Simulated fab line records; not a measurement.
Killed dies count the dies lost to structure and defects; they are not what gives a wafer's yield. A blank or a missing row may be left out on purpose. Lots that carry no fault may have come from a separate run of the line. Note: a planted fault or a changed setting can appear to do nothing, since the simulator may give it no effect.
fab line records	flow nand_harc
record lots=7	wafers=21	last_day=33
route steps=1302 shown A_CHANNEL_FILL_D2@615 END@1302
lots untouched by any fault: they come from a run of this same line in which no faults occurred
start_h: the number of hours between the record's first day and the start of the first shown wafer of the lot	wait_h: how many hours have passed since the lot's step before this one	" the same as in the row above	L1.1+2: several wafers, shown together as one row	- no value, or no start was given	* or withheld: withheld	< > ~ a bound
route shown NAME@n: a module of which the file shows steps, and the number in the route of the first	usual: average and standard deviation across the fault-free wafers	same: alike in all rows	chamber/n: place in a boat	sites: the reading at each site	_std_site: the standard deviation of these	_edge_site: mean of outer sites minus mean of inner sites	radius_mm: for every site, how far away it sits from the centre of the wafer	mask NAME#n: copy n	behind: the most recent tool/chamber to have shaped the wafer	hold: why the lot was held/for how many hours/how that ended	device: the n, p or np transistor that did not switch	end of line: the route-end tests of the same wafers	a step given without rows: its recipe and nothing more	killed: dies lost to structure and defects at the first sort, not the wafer's yield	map: dies across one wafer; x = killed, . = not, _ = none there
set.NAME: the setting that was run; set.NAME@STEP: the one run at that earlier step	model.NAME: the simulator's own value behind a step, which no gauge read
a table for each step, a row for each wafer; lots at some steps of the route
services: the hour from which a tool's chamber was out of use, counted from the record's first day as start_h (under 0 if before that day), plus the number of hours and why
## steps
# step NHARC_A_CHANNEL_FILL_D2_ALD_15
# recipe target_thk_a=20	pulse_time_s=60	ald_cycles=19	temp_c=630	pressure_torr=2	material=SiNx
# usual chamber_pressure_Torr=2.000/0.0053	precursor_pulse_height_rel=1.001/0.022
# same ald_cycles=19
lot.wafer	tool	chamber	start_h	wait_h	chamber_pressure_Torr	precursor_pulse_height_rel
L535.2	ald_sin_batch-03	0	311.56	3.0	2.004	1.004
L535.4	"	0	"	"	2.000	1.002
L535.5	"	0	"	"	2.000	0.986
L549.1	ald_sin_batch-02	0	-	-	2.011	1.001
L549.2	"	0	"	"	2.009	1.017
L549.5	"	0	"	"	2.006	1.011
L550.1	ald_sin_batch-02	0	-	-	1.993	0.976
L550.2	"	0	"	"	1.993	0.967
L550.3	"	0	"	"	1.991	1.024
L551.2	ald_sin_batch-01	0	-	-	2.006	0.982
L551.3	"	0	"	"	1.993	1.017
L551.5	"	0	"	"	1.999	1.008
L553.1	ald_sin_batch-03	0	-	-	1.998	0.991
L553.2	"	0	"	"	1.998	0.960
L553.6	"	0	"	"	1.991	0.954
L554.4	ald_sin_batch-01	0	-	-	1.998	0.986
L554.5	"	0	"	"	1.997	0.973
L554.6	"	0	"	"	1.995	1.017
L558.1	ald_sin_batch-02	0	-	-	1.997	0.997
L558.2	"	0	"	"	1.993	0.967
L558.4	"	0	"	"	1.993	1.013
# step NHARC_A_CHANNEL_FILL_D2_ALD_16
# recipe target_thk_a=15	pulse_time_s=10	ald_cycles=15	temp_c=300	material=SiO2
# usual heater_power_outer_w=260/23	heater_power_w=471/51	precursor_pulse_height_rel=1.001/0.02
# same ald_cycles=15
lot.wafer	tool	chamber	start_h	wait_h	heater_power_outer_w	heater_power_w	precursor_pulse_height_rel
L535.2	ald_hk-04	3	313.60	0.0	249	442	0.995
L535.4	"	1	"	"	231	414	1.032
L535.5	"	0	"	"	278	538	0.963
L550.3	ald_hk-02	3	465.32	0.0	296	529	1.010
L550.2	"	1	"	"	261	459	0.990
L550.1	"	2	"	"	286	502	1.033
L549.1	ald_hk-04	1	465.32	0.0	219	370	1.015
L549.2	"	0	"	"	271	539	1.013
L549.5	"	1	"	"	227	374	1.003
L551.3	ald_hk-02	0	478.48	0.1	256	487	1.009
L551.2	"	1	"	"	266	465	1.023
L551.5	"	2	"	"	291	511	1.014
L553.2	ald_hk-01	1	494.79	0.1	251	454	1.016
L553.1	"	2	"	"	272	460	1.017
L553.6	"	1	"	"	254	451	0.973
L554.4	ald_hk-01	2	498.77	0.1	262	463	0.968
L554.5	"	1	"	"	246	458	1.034
L554.6	"	2	"	"	261	461	1.001
L558.1	ald_hk-01	1	544.95	0.0	249	439	0.975
L558.2	"	2	"	"	267	451	1.011
L558.4	"	3	"	"	292	561	1.017
# step NHARC_A_CHANNEL_FILL_D2_ANNEAL_17
# recipe temp_c=850	time_s=1800
# step NHARC_A_CHANNEL_FILL_D2_CVD_18
# recipe target_thk_a=30	temp_c=550	material=poly-Si
# step NHARC_A_CHANNEL_FILL_D2_ETCHBACK_19
# recipe target_depth_a=50	time_s=1.7	hbr_flow_sccm=150	cl2_flow_sccm=50	rf_w=400	icp_w=400	bias_w=100	chemistry=HBr/Cl2
# usual drypump_motor_current_A=5.9/0.42	oes_product_au=1.001/0.0071	throttle_valve_pct=26.406/0.0089
lot.wafer	tool	chamber	start_h	wait_h	drypump_motor_current_A	oes_product_au	rf_hours_counter_h	throttle_valve_pct
L535.2	rie_si-06	1	325.34	0.4	6.7	0.995	0.5	26.404
L535.4	"	3	"	"	6.4	1.000	0.4	26.412
L535.5	"	0	"	"	5.8	1.003	-	26.400
L550.3	rie_si-06	0	477.68	0.4	5.8	1.002	0.2	26.411
L550.1	"	1	"	"	6.7	0.996	0.3	26.387
L550.2	"	2	"	"	6.1	1.005	0.4	26.400
L549.2	rie_si-04	1	477.68	0.4	6.0	1.001	0.9	26.405
L549.1	"	3	"	"	6.0	1.001	0.8	26.414
L549.5	"	0	"	"	5.8	1.000	-	26.419
L551.2	rie_si-02	3	490.31	0.4	5.0	0.994	0.2	26.406
L551.3	"	0	"	"	5.3	1.005	0.2	26.384
L551.5	"	0	"	"	5.4	1.007	-	26.410
L553.1	rie_si-04	0	506.95	0.4	5.8	1.002	0.9	26.410
L553.2	"	1	"	"	6.0	1.009	1.0	26.407
L553.6	"	0	"	"	5.9	0.996	-	26.398
L554.4	rie_si-04	2	513.24	0.4	5.7	1.005	1.1	26.418
L554.6	"	2	"	"	5.7	1.022	-	26.416
L554.5	"	3	"	"	6.0	1.001	-	26.404
L558.2	rie_si-06	0	556.26	0.4	5.8	1.002	0.7	26.408
L558.1	"	1	"	"	6.6	1.011	0.8	26.389
L558.4	"	2	"	"	6.0	1.016	1.0	26.405
# step NHARC_A_CHANNEL_FILL_D2_ETCHBACK_20
# recipe target_depth_a=270	time_s=13.5	c4f8_flow_sccm=withheld	o2_flow_sccm=8	ar_flow_sccm=withheld	rf_w=600	bias_w=1500	chemistry=C4F8/O2/Ar
# usual oes_product_au=0.986/0.024	rf_vpp_V=979/4.9
lot.wafer	tool	chamber	start_h	wait_h	oes_product_au	rf_hours_counter_h	rf_vpp_V
L535.2	rie_diel-11	1	325.45	-	0.970	2	976
L535.4	"	2	"	"	0.985	2	970
L535.5	"	1	"	"	0.972	-	977
L550.1	rie_diel-11	0	477.79	-	0.987	1	982
L550.2	"	1	"	"	0.985	1	975
L550.3	"	2	"	"	0.998	1	969
L549.2	rie_diel-13	0	477.79	-	0.960	4	980
L549.1	"	1	"	"	0.953	4	986
L549.5	"	1	"	"	0.960	-	985
L551.2	rie_diel-13	1	490.43	-	1.000	4	984
L551.3	"	0	"	"	1.004	4	980
L551.5	"	2	"	"	1.002	-	978
L553.1	rie_diel-11	0	507.08	-	1.004	2	983
L553.2	"	2	"	"	1.012	2	969
L553.6	"	3	"	"	0.997	-	980
L554.4	rie_diel-11	2	513.39	-	1.005	2	969
L554.5	"	0	"	"	0.999	-	981
L554.6	"	1	"	"	0.990	-	976
L558.2	rie_diel-13	3	556.38	-	0.920	1	983
L558.1	"	0	"	"	0.935	1	981
L558.4	"	1	"	"	0.914	-	985
# step NHARC_A_CHANNEL_FILL_D2_STRIP_28
# recipe time_s=20	o2_flow_sccm=500	ar_flow_sccm=0	bias_w=0	chemistry=O2
# step NHARC_A_CHANNEL_FILL_D2_PRECLEAN_21
# recipe time_s=30	chemistry=dHF
# step NHARC_A_CHANNEL_FILL_D2_SRD_23
# step NHARC_A_CHANNEL_FILL_D2_CVD_05
# recipe target_thk_a=50	temp_c=550	material=poly-Si
# step NHARC_A_CHANNEL_FILL_D2_ANNEAL_22
# recipe temp_c=620	time_s=7200
# step NHARC_A_CHANNEL_FILL_D2_THK_MEAS_06
# recipe thk_meas_gauge=ellipsometry
# usual thk_nm=5.1/1
lot.wafer	tool	chamber	start_h	wait_h	thk_nm
L535.2	film_metro-02	-	336.74	0.4	5.8
L535.4	"	-	"	"	4.0
L535.5	"	-	"	"	6.2
L549.1	film_metro-02	-	489.79	0.4	5.5
L549.2	"	-	"	"	6.4
L549.5	"	-	"	"	5.9
L550.1	film_metro-01	-	489.81	0.4	4.2
L550.2	"	-	"	"	3.6
L550.3	"	-	"	"	5.3
L551.2	film_metro-02	-	504.98	0.4	5.4
L551.3	"	-	"	"	5.6
L551.5	"	-	"	"	4.2
L553.1	film_metro-01	-	518.57	0.4	4.5
L553.2	"	-	"	"	6.2
L553.6	"	-	"	"	4.3
L554.4	film_metro-01	-	525.25	0.4	6.2
L554.5	"	-	"	"	6.4
L554.6	"	-	"	"	5.0
L558.1	film_metro-01	-	568.27	0.4	6.5
L558.2	"	-	"	"	5.3
L558.4	"	-	"	"	5.2
# step NHARC_A_CHANNEL_FILL_D2_ALD_25
# recipe target_thk_a=600	pulse_time_s=10	ald_cycles=600	temp_c=300	material=SiOx
# usual ald_cycles=600/0	heater_power_outer_w=263/25	heater_power_w=474/54	precursor_pulse_height_rel=0.999/0.02
lot.wafer	tool	chamber	start_h	wait_h	ald_cycles	heater_power_outer_w	heater_power_w	precursor_pulse_height_rel
L535.2	ald_hk-02	2	337.41	0.7	600	307	491	1.021
L535.4	"	3	"	"	600	298	519	1.032
L535.5	"	2	339.91	3.2	600	299	519	1.021
L549.1	ald_hk-01	3	489.85	0.1	-	-	-	-
L549.2	"	0	"	"	-	-	-	-
L549.5	"	0	492.90	3.1	-	-	-	-
L550.3	ald_hk-04	3	489.87	0.1	-	-	-	-
L550.2	"	0	"	"	-	-	-	-
L550.1	"	2	491.71	1.9	-	-	-	-
L551.2	ald_hk-01	1	505.65	0.7	-	-	-	-
L551.3	"	2	"	"	-	-	-	-
L551.5	"	0	507.49	2.5	-	-	-	-
L553.1	ald_hk-01	3	518.80	0.2	600	287	571	0.999
L553.2	"	1	520.03	1.5	600	251	451	1.015
L553.6	"	0	521.86	3.3	600	236	419	1.030
L554.4	ald_hk-02	2	525.30	0.0	600	287	504	1.039
L554.6	"	2	527.75	2.5	600	306	513	0.991
L554.5	"	3	"	"	600	297	508	0.964
L558.4	ald_hk-02	3	568.32	0.0	600	310	516	1.011
L558.1	"	1	569.57	1.3	600	265	469	1.014
L558.2	"	2	"	"	600	294	473	0.983
# step NHARC_A_CHANNEL_FILL_D2_ETCHBACK_08
# recipe target_depth_a=2200	time_s=110	c4f8_flow_sccm=20	ar_flow_sccm=withheld	rf_w=600	bias_w=300	chemistry=C4F8
# usual oes_product_au=0.96/0.035	rf_vpp_V=440.9/2.5
lot.wafer	tool	chamber	start_h	wait_h	oes_product_au	rf_hours_counter_h	rf_vpp_V
L535.2	rie_diel-09	1	-	-	1.01	2	444.7
L535.4	"	3	"	"	1.00	2	436.3
L535.5	"	1	"	"	1.01	-	445.5
L549.1	rie_diel-11	2	-	-	0.94	2	436.8
L549.2	"	3	"	"	0.95	2	443.6
L549.5	"	0	"	"	0.95	-	443.7
L550.3	rie_diel-13	1	-	-	1.00	4	445.0
L550.1	"	3	"	"	0.99	4	444.6
L550.2	"	0	"	"	0.99	4	441.1
L551.2	rie_diel-13	3	-	-	0.92	5	443.1
L551.3	"	0	"	"	0.93	4	441.9
L551.5	"	0	"	"	0.93	-	440.7
L553.1	rie_diel-11	3	-	-	0.93	2	441.8
L553.2	"	2	"	"	0.94	2	437.0
L553.6	"	0	"	"	0.93	-	441.2
L554.4	rie_diel-11	2	-	-	0.93	2	436.8
L554.6	"	2	"	"	0.93	-	436.4
L554.5	"	3	"	"	0.92	-	441.0
L558.1	rie_diel-11	1	-	-	0.99	4	439.5
L558.2	"	2	"	"	1.01	4	438.2
L558.4	"	3	"	"	1.00	4	442.3
# step NHARC_END_SORT_01
# recipe temp_c=25
# usual killed_at_array=52/20	killed_at_other=1.0/1.3	killed_at_periphery=3.7/2.2	killed_dies=57/20	killed_open=3.2/1.6	killed_short=2.4/1.6
# same gross_dies=677
lot.wafer	tool	chamber	start_h	wait_h	hold	killed_at_array	killed_at_other	killed_at_periphery	killed_dies	killed_open	killed_short
L535.2	prober-01	0	565.25	2.8	-	47	6	1	54	6	3
L535.4	prober-01	0	566.87	3.4	-	47	4	3	54	2	2
L535.5	prober-01	0	567.68	3.7	-	47	0	2	49	4	2
L549.1	prober-02	0	711.74	2.5	await_dispo/4.3h/scrap	670	0	7	677	3	1
L549.2	prober-02	0	712.53	2.8	await_dispo/4.3h/scrap	672	0	5	677	3	3
L549.5	prober-02	0	714.89	3.7	await_dispo/4.3h/scrap	674	0	3	677	3	2
L550.1	prober-01	0	719.14	2.5	await_dispo/6.5h/scrap	673	2	2	677	1	2
L550.2	prober-01	0	719.94	2.8	await_dispo/6.5h/scrap	674	3	0	677	4	5
L550.3	prober-01	0	720.74	3.1	await_dispo/6.5h/scrap	671	2	4	677	4	3
L551.2	prober-02	0	720.28	2.8	await_dispo/2.0h/scrap	670	1	6	677	6	3
L551.3	prober-02	0	721.08	3.1	await_dispo/2.0h/scrap	670	0	7	677	5	4
L551.5	prober-02	0	722.68	3.7	await_dispo/2.0h/scrap	673	0	4	677	4	0
L553.1	prober-02	0	747.33	2.4	-	43	2	3	48	3	4
L553.2	prober-02	0	748.12	2.7	-	51	3	2	56	2	3
L553.6	prober-02	0	751.26	3.9	-	44	0	1	45	4	3
L554.4	prober-01	0	763.99	3.4	-	75	1	6	82	4	4
L554.5	prober-01	0	764.79	3.7	-	73	2	4	79	2	3
L554.6	prober-01	0	765.60	4.0	-	87	1	5	93	4	3
L558.1	prober-02	0	799.16	2.5	-	36	0	2	38	2	1
L558.2	prober-02	0	799.97	2.8	-	41	1	3	45	6	4
L558.4	prober-02	0	801.58	3.4	-	34	1	3	38	4	2
# killed by level:class
L535.2 A_CHANNEL_HOLE_D2:chamber_film_flake=25 A_CONTACT:chamber_film_flake=9 THIN_TSV:chamber_film_flake=6 A_SOURCE_PLATE:geometric_particle:open=2 A_CHANNEL_FILL_D1:geometric_particle:open=2 A_ONON_D2:geometric_particle:short=2 A_CHANNEL_FILL_D1:chamber_film_flake=2 A_STAIRCASE:chamber_film_flake=2
L535.4 A_CHANNEL_HOLE_D2:chamber_film_flake=28 A_CONTACT:chamber_film_flake=15 THIN_TSV:chamber_film_flake=4 P_CONTACT:geometric_particle:open=1 P_M1:geometric_particle:open=1 A_ONON_D2:geometric_particle:short=1 A_WL_FILL:geometric_particle:short=1 P_ZERO_WELL:chamber_film_flake=1
L535.5 A_CHANNEL_HOLE_D2:chamber_film_flake=25 A_CONTACT:chamber_film_flake=12 A_CHANNEL_HOLE_D1:chamber_film_flake=2 A_CHANNEL_FILL_D1:geometric_particle:open=1 A_ONON_D2:geometric_particle:short=1 A_CHANNEL_HOLE_D2:geometric_particle:open=1 A_WL_FILL:geometric_particle:short=1 A_WL_FILL:geometric_particle:open=1
L549.1 A_CHANNEL_FILL_D2:area_ald=643 A_CHANNEL_HOLE_D1:chamber_film_flake=7 A_SLIT:chamber_film_flake=7 A_CONTACT:chamber_film_flake=7 P_CONTACT:chamber_film_flake=4 A_ONON_D2:geometric_particle:open=2 P_GATE:chamber_film_flake=2 P_M0:geometric_particle:short=1
L549.2 A_CHANNEL_FILL_D2:area_ald=646 A_CHANNEL_HOLE_D1:chamber_film_flake=10 P_CONTACT:chamber_film_flake=4 A_CHANNEL_FILL_D1:chamber_film_flake=4 A_STAIRCASE:chamber_film_flake=3 A_SLIT:chamber_film_flake=2 P_M0:geometric_particle:short=1 A_ONON_D1:geometric_particle:short=1
L549.5 A_CHANNEL_FILL_D2:area_ald=648 A_CHANNEL_HOLE_D1:chamber_film_flake=6 A_CHANNEL_FILL_D1:chamber_film_flake=4 A_CONTACT:chamber_film_flake=4 A_DECK1_JOINT:chamber_film_flake=3 A_SLIT:chamber_film_flake=3 A_CHANNEL_FILL_D1:geometric_particle:open=2 P_CONTACT:chamber_film_flake=2
L550.1 A_CHANNEL_FILL_D2:area_ald=604 A_CHANNEL_HOLE_D1:chamber_film_flake=26 A_CHANNEL_HOLE_D2:chamber_film_flake=20 A_CONTACT:chamber_film_flake=9 A_STAIRCASE:chamber_film_flake=4 A_SLIT:chamber_film_flake=4 P_STI:chamber_film_flake=2 A_ONON_D1:geometric_particle:short=1
L550.2 A_CHANNEL_FILL_D2:area_ald=612 A_CHANNEL_HOLE_D1:chamber_film_flake=20 A_CHANNEL_HOLE_D2:chamber_film_flake=15 A_CONTACT:chamber_film_flake=10 A_SLIT:chamber_film_flake=6 A_CHANNEL_FILL_D1:geometric_particle:short=2 A_DECK1_JOINT:geometric_particle:open=2 A_STAIRCASE:chamber_film_flake=2
L551.2 A_CHANNEL_FILL_D2:area_ald=619 A_CHANNEL_HOLE_D2:chamber_film_flake=18 A_CHANNEL_HOLE_D1:chamber_film_flake=13 A_CONTACT:chamber_film_flake=5 P_STI:chamber_film_flake=3 A_SLIT:chamber_film_flake=3 P_M0:geometric_particle:short=1 A_CHANNEL_FILL_D1:geometric_particle:open=1
L550.3 A_CHANNEL_FILL_D2:area_ald=604 A_CHANNEL_HOLE_D1:chamber_film_flake=27 A_CHANNEL_HOLE_D2:chamber_film_flake=18 A_CONTACT:chamber_film_flake=12 A_STAIRCASE:chamber_film_flake=4 P_M0:geometric_particle:open=2 A_ONON_D2:geometric_particle:short=2 THIN_TSV:chamber_film_flake=2
L551.3 A_CHANNEL_FILL_D2:area_ald=626 A_CHANNEL_HOLE_D2:chamber_film_flake=22 A_SLIT:chamber_film_flake=5 A_CHANNEL_HOLE_D1:chamber_film_flake=4 A_M0:geometric_particle:open=2 P_M2:chamber_film_flake=2 A_DECK1_JOINT:chamber_film_flake=2 A_CONTACT:chamber_film_flake=2
L551.5 A_CHANNEL_FILL_D2:area_ald=629 A_CHANNEL_HOLE_D2:chamber_film_flake=18 A_CHANNEL_HOLE_D1:chamber_film_flake=8 A_CONTACT:chamber_film_flake=5 A_SLIT:chamber_film_flake=3 A_CHANNEL_FILL_D1:chamber_film_flake=3 A_M0:geometric_particle:open=2 A_DECK1_JOINT:chamber_film_flake=2
L553.1 A_CHANNEL_HOLE_D2:chamber_film_flake=16 A_CHANNEL_HOLE_D1:chamber_film_flake=7 A_SLIT:chamber_film_flake=5 A_CONTACT:chamber_film_flake=4 A_M1:chamber_film_flake=3 A_ONON_D1:geometric_particle:short=2 THIN_TSV:chamber_film_flake=2 P_GATE:geometric_particle:short=1
L553.2 A_CHANNEL_HOLE_D2:chamber_film_flake=24 A_CHANNEL_HOLE_D1:chamber_film_flake=10 A_SLIT:chamber_film_flake=6 A_CONTACT:chamber_film_flake=5 THIN_TSV:chamber_film_flake=3 A_CHANNEL_FILL_D1:chamber_film_flake=2 P_GATE:geometric_particle:short=1 A_CHANNEL_HOLE_D1:geometric_particle:short=1
L553.6 A_CHANNEL_HOLE_D2:chamber_film_flake=18 A_CHANNEL_HOLE_D1:chamber_film_flake=7 A_CHANNEL_FILL_D1:chamber_film_flake=4 A_CONTACT:chamber_film_flake=4 A_ONON_D1:geometric_particle:open=2 A_STAIRCASE:chamber_film_flake=2 P_M0:geometric_particle:short=1 A_ONON_D1:geometric_particle:short=1
L554.4 A_SLIT:chamber_film_flake=31 A_CHANNEL_HOLE_D1:chamber_film_flake=26 A_CONTACT:chamber_film_flake=12 P_CONTACT:geometric_particle:open=2 P_GATE:chamber_film_flake=2 P_GATE:geometric_particle:open=1 A_ONON_D1:geometric_particle:short=1 A_CHANNEL_HOLE_D1:geometric_particle:short=1
L554.5 A_SLIT:chamber_film_flake=34 A_CHANNEL_HOLE_D1:chamber_film_flake=29 A_CONTACT:chamber_film_flake=5 P_GATE:chamber_film_flake=2 THIN_TSV:chamber_film_flake=2 P_M2:geometric_particle:open=1 A_ONON_D1:geometric_particle:open=1 A_CHANNEL_FILL_D1:geometric_particle:short=1
L554.6 A_SLIT:chamber_film_flake=34 A_CHANNEL_HOLE_D1:chamber_film_flake=28 A_CONTACT:chamber_film_flake=13 A_WL_FILL:geometric_particle:short=3 A_STAIRCASE:chamber_film_flake=3 A_CHANNEL_FILL_D2:geometric_particle:open=2 P_GATE:chamber_film_flake=2 P_BONDPAD:chamber_film_flake=2
L558.1 A_CHANNEL_HOLE_D1:chamber_film_flake=14 A_SLIT:chamber_film_flake=10 A_STAIRCASE:chamber_film_flake=4 P_STI:chamber_film_flake=2 A_CHANNEL_HOLE_D2:chamber_film_flake=2 A_CONTACT:chamber_film_flake=2 A_CHANNEL_FILL_D2:geometric_particle:short=1 A_CHANNEL_FILL_D2:geometric_particle:open=1
L558.2 A_CHANNEL_HOLE_D1:chamber_film_flake=18 A_STAIRCASE:chamber_film_flake=6 A_SLIT:chamber_film_flake=6 P_CONTACT:geometric_particle:open=3 A_CONTACT:chamber_film_flake=3 A_CHANNEL_FILL_D1:geometric_particle:short=1 A_DECK1_JOINT:geometric_particle:open=1 A_ONON_D2:geometric_particle:open=1
L558.4 A_CHANNEL_HOLE_D1:chamber_film_flake=14 A_SLIT:chamber_film_flake=9 A_STAIRCASE:chamber_film_flake=2 A_CONTACT:chamber_film_flake=2 P_CONTACT:geometric_particle:open=1 A_ONON_D1:geometric_particle:open=1 A_DECK1_JOINT:geometric_particle:open=1 A_DECK1_JOINT:geometric_particle:short=1
# map L549.1 (x killed, . not)
____________x____________
_________xxxxxxx_________
_______xxxxxxxxxxx_______
______xxxxxxxxxxxxx______
_____xxxxxxxxxxxxxxx_____
____xxxxxxxxxxxxxxxxx____
____xxxxxxxxxxxxxxxxx____
___xxxxxxxxxxxxxxxxxxx___
___xxxxxxxxxxxxxxxxxxx___
__xxxxxxxxxxxxxxxxxxxxx__
__xxxxxxxxxxxxxxxxxxxxx__
_xxxxxxxxxxxxxxxxxxxxxxx_
_xxxxxxxxxxxxxxxxxxxxxxx_
_xxxxxxxxxxxxxxxxxxxxxxx_
_xxxxxxxxxxxxxxxxxxxxxxx_
_xxxxxxxxxxxxxxxxxxxxxxx_
xxxxxxxxxxxxxxxxxxxxxxxxx
xxxxxxxxxxxxxxxxxxxxxxxxx
xxxxxxxxxxxxxxxxxxxxxxxxx
xxxxxxxxxxxxxxxxxxxxxxxxx
xxxxxxxxxxxxxxxxxxxxxxxxx
_xxxxxxxxxxxxxxxxxxxxxxx_
_xxxxxxxxxxxxxxxxxxxxxxx_
_xxxxxxxxxxxxxxxxxxxxxxx_
_xxxxxxxxxxxxxxxxxxxxxxx_
_xxxxxxxxxxxxxxxxxxxxxxx_
__xxxxxxxxxxxxxxxxxxxxx__
__xxxxxxxxxxxxxxxxxxxxx__
___xxxxxxxxxxxxxxxxxxx___
___xxxxxxxxxxxxxxxxxxx___
____xxxxxxxxxxxxxxxxx____
____xxxxxxxxxxxxxxxxx____
_____xxxxxxxxxxxxxxx_____
______xxxxxxxxxxxxx______
_______xxxxxxxxxxx_______
_________xxxxxxx_________
____________x____________
# map L550.1 (x killed, . not)
____________x____________
_________xxxxxxx_________
_______xxxxxxxxxxx_______
______xxxxxxxxxxxxx______
_____xxxxxxxxxxxxxxx_____
____xxxxxxxxxxxxxxxxx____
____xxxxxxxxxxxxxxxxx____
___xxxxxxxxxxxxxxxxxxx___
___xxxxxxxxxxxxxxxxxxx___
__xxxxxxxxxxxxxxxxxxxxx__
__xxxxxxxxxxxxxxxxxxxxx__
_xxxxxxxxxxxxxxxxxxxxxxx_
_xxxxxxxxxxxxxxxxxxxxxxx_
_xxxxxxxxxxxxxxxxxxxxxxx_
_xxxxxxxxxxxxxxxxxxxxxxx_
_xxxxxxxxxxxxxxxxxxxxxxx_
xxxxxxxxxxxxxxxxxxxxxxxxx
xxxxxxxxxxxxxxxxxxxxxxxxx
xxxxxxxxxxxxxxxxxxxxxxxxx
xxxxxxxxxxxxxxxxxxxxxxxxx
xxxxxxxxxxxxxxxxxxxxxxxxx
_xxxxxxxxxxxxxxxxxxxxxxx_
_xxxxxxxxxxxxxxxxxxxxxxx_
_xxxxxxxxxxxxxxxxxxxxxxx_
_xxxxxxxxxxxxxxxxxxxxxxx_
_xxxxxxxxxxxxxxxxxxxxxxx_
__xxxxxxxxxxxxxxxxxxxxx__
__xxxxxxxxxxxxxxxxxxxxx__
___xxxxxxxxxxxxxxxxxxx___
___xxxxxxxxxxxxxxxxxxx___
____xxxxxxxxxxxxxxxxx____
____xxxxxxxxxxxxxxxxx____
_____xxxxxxxxxxxxxxx_____
______xxxxxxxxxxxxx______
_______xxxxxxxxxxx_______
_________xxxxxxx_________
____________x____________
## services
tool	chamber	start_h	hours	kind
ald_hk-01	-	296.00	10.0	pm
rie_diel-11	0	338.21	6.9	repair
rie_diel-13	-	342.00	9.0	pm
rie_si-04	-	342.00	9.0	pm
ald_hk-02	-	348.00	10.0	pm
rie_diel-13	2	352.19	5.6	repair
rie_diel-13	-	356.07	1.1	repair
rie_diel-13	2	367.75	12.4	repair
rie_si-06	0	381.06	14.5	repair
rie_si-04	-	394.21	2.1	repair
rie_diel-13	-	395.53	0.4	repair
rie_si-06	0	406.33	14.7	repair
rie_si-06	3	420.46	3.3	repair
rie_si-06	-	426.00	9.0	pm
rie_diel-11	-	432.50	9.0	pm
ald_hk-04	-	433.06	10.0	pm
rie_diel-13	1	443.45	13.9	repair
rie_diel-11	-	450.76	0.4	repair
rie_diel-11	2	473.41	2.4	repair
ald_hk-01	-	497.64	0.3	repair
ald_hk-02	-	498.27	0.3	repair
rie_diel-13	-	519.00	9.0	pm
rie_diel-13	2	543.28	13.5	repair
rie_diel-11	3	555.53	7.7	repair
## key
first_sign step=NHARC_A_CHANNEL_FILL_D2_ALD_25	reading=tool_record	direction=missing
effect step=NHARC_END_SORT_01	reading=killed_at_array	direction=up	sigmas=31	usual=52	struck=672
more_kills_born_at NHARC_A_CHANNEL_FILL_D2_ALD_25@ald_hk-01=3811	NHARC_A_CHANNEL_FILL_D2_ALD_25@ald_hk-04=1820
met_at NHARC_A_CHANNEL_FILL_D2_ALD_25
struck_wafers L549.1,L549.2,L549.5,L550.1,L550.2,L550.3,L551.2,L551.3,L551.5
later_rows_left_out L549.1,L549.2,L549.5,L550.1,L550.2,L550.3,L551.2,L551.3,L551.5
tester_left_out L549,L550,L551
fault kind=skipped_step_whole	tool=ald_hk-01,ald_hk-04	chamber=-	onset_h=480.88	steps=NHARC_A_CHANNEL_FILL_D2_ALD_25	scope=struck_lots_only
# tester_left_out: of these lots the tester's yield and bins aren't shown, on N5 and GAA mostly nor the transistor test; their killed dies are dies lost to structure and defects alone, not to doping, threshold or leakage, so they don't give the yield
# later_rows_left_out: the simulator's readings of these wafers behind a module that went badly wrong aren't trusted and aren't shown, but for the sort
